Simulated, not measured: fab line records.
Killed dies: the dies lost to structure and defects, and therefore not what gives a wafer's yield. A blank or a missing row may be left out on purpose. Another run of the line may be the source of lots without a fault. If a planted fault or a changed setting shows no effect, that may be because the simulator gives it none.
fab line records | flow nand-harc
record lots=14 wafers=42 last-day=24
route steps=1159 shown A_ONON_D1@438 THIN_TSV@1102 END@1159
lots that met no fault: taken from a fault-free run of the same line
start-h: hours from the record's first day to the start of the lot's first wafer shown | wait-h: how many hours have passed since the lot's step before this one | " repeats the value in the row above | L1.1+2: a single row standing in for several wafers | - value missing, or start not given | * or withheld: withheld | < > ~ a bound
route shown NAME@n: NAME is a module with steps in the file, n the number in the route of the first one | usual: mean and standard deviation over wafers with no fault | same: alike in all rows | chamber/n: place in a boat | sites: per-site readings | _std_site: standard deviation across them | _edge_site: mean of outer sites minus mean of inner sites | radius-mm: for every site, how far away it sits from the centre of the wafer | mask NAME#n: copy n | behind: the tool/chamber that last shaped the wafer | hold: why the lot was held/for how many hours/how that ended | device: whichever transistor did not switch (one of n, p or np) | end of line: tests of these same wafers at the route's end | step lacking rows: just its recipe | killed: the dies lost at the first sort to structure and to defects; this is not the yield of the wafer | map: dies across one wafer; x = killed, . = not, _ = none there
set.NAME: the setting the step ran with; set.NAME@STEP: the setting that earlier step ran with | model.NAME: the simulator's own value behind a step, which no gauge read
the route's steps for a sample of lots (tables are steps, rows are wafers)
services: the hour from which a tool's chamber was out of use, counted from the record's first day as start-h (under 0 if before that day), plus the number of hours and why
## steps
# step NHARC_A_ONON_D1_DEP_19
# recipe target-thk-a=10000 n2-flow-sccm=2750 n2o-flow-sccm=2000 nh3-flow-sccm=500 sih4-flow-sccm=210 temp-c=400
# columns lot.wafer tool chamber start-h wait-h
L192.1+2+6 pecvd-onon-01 0 179.53 0.1
L194.2+3+5 pecvd-onon-02 0 188.18 0.1
L195.2+4+5 pecvd-onon-03 0 188.18 0.1
L196.2+5+6 pecvd-onon-02 0 199.41 0.2
L197.3+4+5 pecvd-onon-03 0 199.47 0.3
L198.1+4+5 pecvd-onon-01 0 208.12 0.1
L205.1+2+3 pecvd-onon-03 0 247.10 0.1
L207.3+4+6 pecvd-onon-03 0 266.11 0.3
L208.2+4+6 pecvd-onon-01 0 266.27 0.1
L210.1+3+4 pecvd-onon-02 0 279.05 0.1
L214.1+3+5 pecvd-onon-02 0 289.81 0.1
L211.2+4+5 pecvd-onon-01 0 289.85 0.1
L212.3+4+5 pecvd-onon-01 0 290.27 0.2
L215.1+2+5 pecvd-onon-01 0 307.84 0.1
# step NHARC_THIN_TSV_CMP_01
# recipe target-thk-um=3
# usual motor-current-A=12.2/1.3 slurry-filter-dp-kPa=13.52/0.13
# columns lot.wafer tool chamber start-h wait-h motor-current-A slurry-filter-dp-kPa
L192.1 cmp-02 1 429.65 1.0 12.5 13.65
L192.2 " 3 " " 12.2 13.44
L192.6 " 1 " " 12.9 13.43
L194.3 cmp-02 1 437.73 0.7 12.7 13.26
L194.2 " 2 " " 12.1 13.23
L194.5 " 0 " " 12.0 13.48
L195.4 cmp-03 2 438.92 0.4 14.1 13.67
L195.2 " 0 " " 9.5 13.26
L195.5 " 3 " " 12.1 13.37
L196.2 cmp-03 0 447.85 0.9 9.7 13.52
L196.5 " 3 " " 12.3 13.57
L196.6 " 0 " " 9.6 13.37
L197.3 cmp-01 3 456.26 0.7 12.4 13.45
L197.4 " 1 " " 14.1 13.55
L197.5 " 2 " " 10.5 13.55
L198.1 cmp-03 2 464.40 1.1 13.7 13.55
L198.4 " 3 " " 12.6 13.60
L198.5 " 2 " " 14.4 13.60
L205.1 cmp-01 1 500.43 1.0 14.3 13.72
L205.2 " 3 " " 11.7 13.55
L205.3 " 0 " " 12.4 13.38
L207.3 cmp-01 0 528.29 0.7 11.7 13.60
L207.4 " 1 " " 13.9 13.18
L207.6 " 3 " " 12.1 13.52
L208.4 cmp-03 3 537.04 0.4 12.4 13.55
L208.2 " 2 " " 14.2 13.44
L208.6 " 0 " " 9.5 13.45
L210.4 cmp-02 2 538.27 0.5 11.8 13.50
L210.1 " 3 " " 12.7 13.42
L210.3 " 0 " " 12.0 13.50
L211.4 cmp-02 1 547.48 0.4 12.9 13.50
L211.2 " 0 " " 12.8 13.57
L211.5 " 1 " " 12.2 13.60
L212.3 cmp-02 1 557.70 0.6 12.6 13.39
L212.4 " 0 " " 11.9 13.45
L212.5 " 1 " " 13.2 13.67
L215.2 cmp-01 1 562.54 0.8 14.5 13.68
L215.1 " 3 " " 12.3 13.51
L215.5 " 0 " " 12.4 13.47
L214.1 cmp-02 3 563.71 1.0 12.4 13.51
L214.3 " 1 " " 12.8 13.62
L214.5 " 0 " " 12.4 13.76
# step NHARC_THIN_TSV_ANNEAL_52
# recipe temp-c=225 time-s=90
# usual wafer_temp_C_max=225.98/0.25
# columns lot.wafer tool chamber start-h wait-h wafer_temp_C_max
L192.1 rtp-anneal-02 0 435.31 0.7 225.73
L192.2 " 0 " " 225.99
L192.6 " 0 " " 225.83
L194.2 rtp-anneal-02 0 443.07 0.6 225.60
L194.3 " 0 " " 225.70
L194.5 " 0 " " 225.45
L195.2 rtp-anneal-01 0 444.26 0.7 225.75
L195.4 " 0 " " 226.24
L195.5 " 0 " " 225.91
L196.2 rtp-anneal-02 0 453.22 0.7 226.11
L196.5 " 0 " " 226.21
L196.6 " 0 " " 225.95
L197.3 rtp-anneal-01 0 461.51 0.6 226.49
L197.4 " 0 " " 226.52
L197.5 " 0 " " 226.47
L198.1 rtp-anneal-02 0 469.50 0.5 225.79
L198.4 " 0 " " 226.03
L198.5 " 0 " " 226.15
L205.1 rtp-anneal-02 0 505.95 0.6 225.77
L205.2 " 0 " " 225.75
L205.3 " 0 " " 225.93
L207.3 rtp-anneal-01 0 534.06 0.4 225.74
L207.4 " 0 " " 225.88
L207.6 " 0 " " 225.73
L208.2 rtp-anneal-02 0 543.28 0.7 225.54
L208.4 " 0 " " 225.99
L208.6 " 0 " " 225.64
L210.1 rtp-anneal-02 0 546.05 0.6 226.09
L210.3 " 0 " " 225.60
L210.4 " 0 " " 225.90
L211.2 rtp-anneal-02 0 553.09 0.6 225.73
L211.4 " 0 " " 226.02
L211.5 " 0 " " 226.00
L212.3 rtp-anneal-02 0 563.11 0.4 226.12
L212.4 " 0 " " 226.33
L212.5 " 0 " " 226.05
L215.1 rtp-anneal-02 0 568.00 0.5 225.53
L215.2 " 0 " " 225.96
L215.5 " 0 " " 225.88
L214.1 rtp-anneal-02 0 569.22 0.6 225.90
L214.3 " 0 " " 225.87
L214.5 " 0 " " 225.92
# step NHARC_THIN_TSV_PRE_CLEAN_54
# recipe time-s=30 temp-c=280 gas=H2/He
# usual heater-power-w=403/28
# columns lot.wafer tool chamber start-h wait-h heater-power-w
L192.1 pvd-sputter-01 - 436.21 0.1 412
L192.2 " - " " 473
L192.6 " - " " 392
L194.2 pvd-sputter-02 - 443.89 0.0 384
L194.3 " - " " 418
L194.5 " - " " 410
L195.2 pvd-sputter-01 - 445.11 0.1 406
L195.4 " - " " 384
L195.5 " - " " 404
L196.2 pvd-sputter-02 - 454.11 0.1 386
L196.5 " - " " 352
L196.6 " - " " 386
L197.3 pvd-sputter-02 - 462.30 0.1 410
L197.4 " - " " 364
L197.5 " - " " 411
L198.1 pvd-sputter-01 - 470.41 0.1 395
L198.4 " - " " 402
L198.5 " - " " 386
L205.1 pvd-sputter-02 - 506.85 0.1 421
L205.2 " - " " 376
L205.3 " - " " 384
L207.3 pvd-sputter-02 - 534.83 0.1 384
L207.4 " - " " 398
L207.6 " - " " 410
L208.4 pvd-sputter-03 - 544.11 0.1 414
L208.2 " - " " 398
L208.6 " - " " 437
L210.3 pvd-sputter-02 - 546.96 0.0 405
L210.4 " - " " 360
L210.1 " - " " 385
L211.4 pvd-sputter-01 - 553.92 0.1 385
L211.2 " - " " 431
L211.5 " - " " 464
L212.4 pvd-sputter-01 - 563.89 0.0 394
L212.3 " - " " 450
L212.5 " - " " 461
L215.2 pvd-sputter-02 - 568.88 0.1 357
L215.1 " - " " 417
L215.5 " - " " 378
L214.3 pvd-sputter-03 - 570.10 0.0 393
L214.1 " - " " 441
L214.5 " - " " 397
# step NHARC_END_SORT_01
# recipe temp-c=25
# usual killed-at-array=24/8.8 killed-at-other=0.7/0.99 killed-at-periphery=3.5/2.6 killed-dies=28/9.3 killed-open=3.2/1.7 killed-short=1.7/1.4
# same gross-dies=677
# columns lot.wafer tool chamber start-h wait-h killed-at-array killed-at-other killed-at-periphery killed-dies killed-open killed-short
L196.2 prober-02 0 465.62 2.8 33 0 5 38 6 3
L196.5 prober-02 0 468.01 3.7 30 0 9 39 4 1
L196.6 prober-02 0 468.81 4.0 19 0 8 27 4 3
L205.1 prober-01 0 514.04 2.5 78 0 9 87 5 3
L205.2 prober-01 0 514.85 2.8 62 0 6 68 1 2
L205.3 prober-01 0 515.66 3.1 81 3 9 93 4 2
L207.3 prober-02 0 545.37 3.1 75 0 4 79 3 1
L207.4 prober-02 0 546.18 3.4 80 0 4 84 2 2
L207.6 prober-02 0 547.78 4.0 70 0 4 74 2 1
L208.6 prober-02 0 558.42 4.0 18 1 2 21 3 2
L211.4 prober-01 0 567.96 3.4 33 0 3 36 5 2
# killed by level:class
L196.2 A_CHANNEL_HOLE_D1:chamber-film-flake=16 A_ZERO_WELL:chamber-film-flake=5 A_CONTACT:chamber-film-flake=4 P_CONTACT:geometric-particle:open=2 P_CONTACT:chamber-film-flake=2 P_GATE:geometric-particle:open=1 A_ONON_D1:geometric-particle:short=1 A_CHANNEL_HOLE_D1:geometric-particle:short=1
L196.5 A_CHANNEL_HOLE_D1:chamber-film-flake=17 P_CONTACT:chamber-film-flake=5 A_STAIRCASE:chamber-film-flake=3 P_GATE:chamber-film-flake=2 A_ZERO_WELL:chamber-film-flake=2 A_WL_FILL:chamber-film-flake=2 P_CONTACT:geometric-particle:open=1 A_ONON_D1:geometric-particle:open=1
L196.6 A_CHANNEL_HOLE_D1:chamber-film-flake=11 A_STAIRCASE:chamber-film-flake=4 P_CONTACT:chamber-film-flake=3 P_CONTACT:geometric-particle:open=2 P_GATE:geometric-particle:short=1 P_CONTACT:geometric-particle:short=1 A_SGD_CUT:geometric-particle:short=1 A_CONTACT:geometric-particle:open=1
L205.1 A_ONON_D1:unspecified=54 A_CHANNEL_HOLE_D1:chamber-film-flake=15 P_STI:chamber-film-flake=3 A_CONTACT:chamber-film-flake=3 P_M0:geometric-particle:short=2 A_CONTACT:geometric-particle:open=2 A_CHANNEL_FILL_D1:chamber-film-flake=2 P_M0:geometric-particle:open=1
L205.2 A_ONON_D1:unspecified=52 A_STAIRCASE:chamber-film-flake=4 P_ZERO_WELL:chamber-film-flake=2 P_STI:chamber-film-flake=2 P_M0:geometric-particle:short=1 A_ONON_D1:geometric-particle:short=1 A_CONTACT:geometric-particle:open=1 P_BONDPAD:chamber-film-flake=1
L205.3 A_ONON_D1:unspecified=55 A_CHANNEL_HOLE_D1:chamber-film-flake=18 P_STI:chamber-film-flake=8 HYBRID_BOND:chamber-film-flake=3 A_CONTACT:geometric-particle:open=2 A_SOURCE_PLATE:geometric-particle:open=1 A_ONON_D1:geometric-particle:short=1 A_CHANNEL_FILL_D1:geometric-particle:short=1
L207.3 A_ONON_D1:unspecified=54 A_SLIT:chamber-film-flake=8 A_CHANNEL_HOLE_D1:chamber-film-flake=4 A_CONTACT:chamber-film-flake=4 P_CONTACT:chamber-film-flake=3 A_STAIRCASE:chamber-film-flake=2 P_GATE:geometric-particle:short=1 A_SOURCE_PLATE:geometric-particle:open=1
L207.4 A_ONON_D1:unspecified=54 A_SLIT:chamber-film-flake=11 A_CHANNEL_HOLE_D1:chamber-film-flake=6 A_CONTACT:chamber-film-flake=5 P_CONTACT:chamber-film-flake=4 A_CHANNEL_FILL_D1:geometric-particle:open=1 A_SGD_CUT:geometric-particle:short=1 A_BLC:geometric-particle:short=1
L207.6 A_ONON_D1:unspecified=53 A_SLIT:chamber-film-flake=6 P_CONTACT:chamber-film-flake=4 A_CONTACT:chamber-film-flake=4 A_CHANNEL_HOLE_D1:chamber-film-flake=3 A_SOURCE_PLATE:geometric-particle:short=1 A_CONTACT:geometric-particle:open=1 A_M1:geometric-particle:open=1
L208.6 A_CHANNEL_HOLE_D1:chamber-film-flake=9 A_CHANNEL_FILL_D1:chamber-film-flake=2 A_CONTACT:chamber-film-flake=2 P_M1:geometric-particle:open=1 A_SOURCE_PLATE:geometric-particle:short=1 A_CHANNEL_FILL_D1:geometric-particle:open=1 A_SGD_CUT:geometric-particle:short=1 A_SGD_CUT:geometric-particle:open=1
L211.4 A_CHANNEL_HOLE_D1:chamber-film-flake=22 A_CHANNEL_FILL_D1:geometric-particle:open=2 P_ZERO_WELL:chamber-film-flake=2 A_STAIRCASE:chamber-film-flake=2 P_CONTACT:geometric-particle:short=1 A_SGD_CUT:geometric-particle:open=1 A_CONTACT:geometric-particle:open=1 A_CONTACT:geometric-particle:short=1
## services
# columns tool chamber start-h hours kind
pvd-sputter-01 - 158.02 10.0 pm
pecvd-onon-01 - 187.16 3.8 repair
cmp-02 - 189.09 1.9 repair
pecvd-onon-01 - 195.00 13.0 pm
pvd-sputter-02 - 214.00 10.0 pm
cmp-02 - 226.50 4.0 pm
cmp-02 - 245.07 4.0 repair
pvd-sputter-01 - 253.77 1.1 repair
cmp-02 - 268.25 4.6 repair
cmp-02 - 275.74 0.4 repair
rtp-anneal-02 - 280.02 17.1 repair
pvd-sputter-01 - 284.45 0.5 repair
rtp-anneal-02 - 300.20 12.0 pm
cmp-02 - 324.50 4.0 pm
pvd-sputter-01 - 336.07 10.0 pm
pvd-sputter-02 - 337.14 2.2 repair
cmp-02 - 348.39 0.5 repair
pecvd-onon-01 - 376.27 13.0 pm
pvd-sputter-02 - 392.00 10.0 pm
cmp-02 - 422.50 4.0 pm
cmp-02 - 520.53 4.0 pm
cmp-02 - 551.51 0.7 repair
pecvd-onon-01 - 557.27 13.0 pm
pvd-sputter-02 - 570.00 10.0 pm
## key
first-sign step=NHARC_END_SORT_01 reading=killed-at-array direction=up sigmas=5.7 usual=24 struck=74
effect step=NHARC_END_SORT_01 reading=killed-dies direction=up sigmas=5.6 usual=28 struck=81
more-kills-born-at NHARC_A_ONON_D1_DEP_19@pecvd-onon-03=322
met-at NHARC_A_ONON_D1_DEP_19
struck-lots L205,L207
tester-left-out L205,L207
not-acting-at NHARC_THIN_TSV_CMP_01,NHARC_THIN_TSV_ANNEAL_52,NHARC_THIN_TSV_PRE_CLEAN_54
onset-between 199.47 247.10
fault kind=chamber-particle-source tool=pecvd-onon-03 chamber=- onset-h=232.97 steps=NHARC_A_ONON_D1_DEP_19 rate-per-visit-cm2=0.90286 end-h=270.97
# tester-left-out: of these lots the tester's yield and bins aren't shown, on N5 and GAA mostly nor the transistor test; their killed dies are dies lost to structure and defects alone, not to doping, threshold or leakage, so they don't give the yield
